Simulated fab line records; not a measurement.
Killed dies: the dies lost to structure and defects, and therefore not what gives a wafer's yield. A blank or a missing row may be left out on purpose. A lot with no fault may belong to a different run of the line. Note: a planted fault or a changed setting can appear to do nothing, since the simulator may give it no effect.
Matching of chambers    flow nand harc    4 sister chambers for NHARC_P_GATE_DESCUM_31 on rie diel-08
The step chemistry O2, time 3 s. 4 wafers are shown with their chamber, then 7 later ones without.

WAFERS WITH THEIR CHAMBER
wafer   chamber  drypump motor current A (A)
L807.1  1        5.2
L807.4  2        4.9
L815.1  3        6.5
L815.3  0        5.3

WAFERS MISSING THEIR CHAMBER
wafer   drypump motor current A (A)
L815.4  5.1
L820.3  5.2
L820.5  5.2
L820.6  5.3
L822.3  5.2
L822.4  5.3
L822.6  5.0

WHICH CHAMBER EACH ONE RAN IN
wafer   from the rows above           in truth
L815.4  can't be placed: 1 or 2 or 0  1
L820.3  can't be placed: 1 or 0       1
L820.5  can't be placed: 1 or 0       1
L820.6  can't be placed: 0 or 1       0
L822.3  can't be placed: 1 or 0       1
L822.4  can't be placed: 0 or 1       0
L822.6  can't be placed: 2 or 1       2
0 of 7 placed correctly. Unplaceable from these rows: 7, with the true chamber sitting among the candidates in 7. Placed wrongly: 0.
How it was worked out, from the rows above alone: a wafer's distance from a chamber is the root of the sum, over the readings, of the square of ((its reading less the chamber's mean) divided by the reading's scatter). The wafer belongs to the nearest chamber; if the next one is less than 2 further off, it can't be placed. For every chamber, the mean is computed from those of its wafers that are shown. The scatter: root of mean squared gap, hidden wafer to nearest shown wafer, with one shown wafer a chamber.
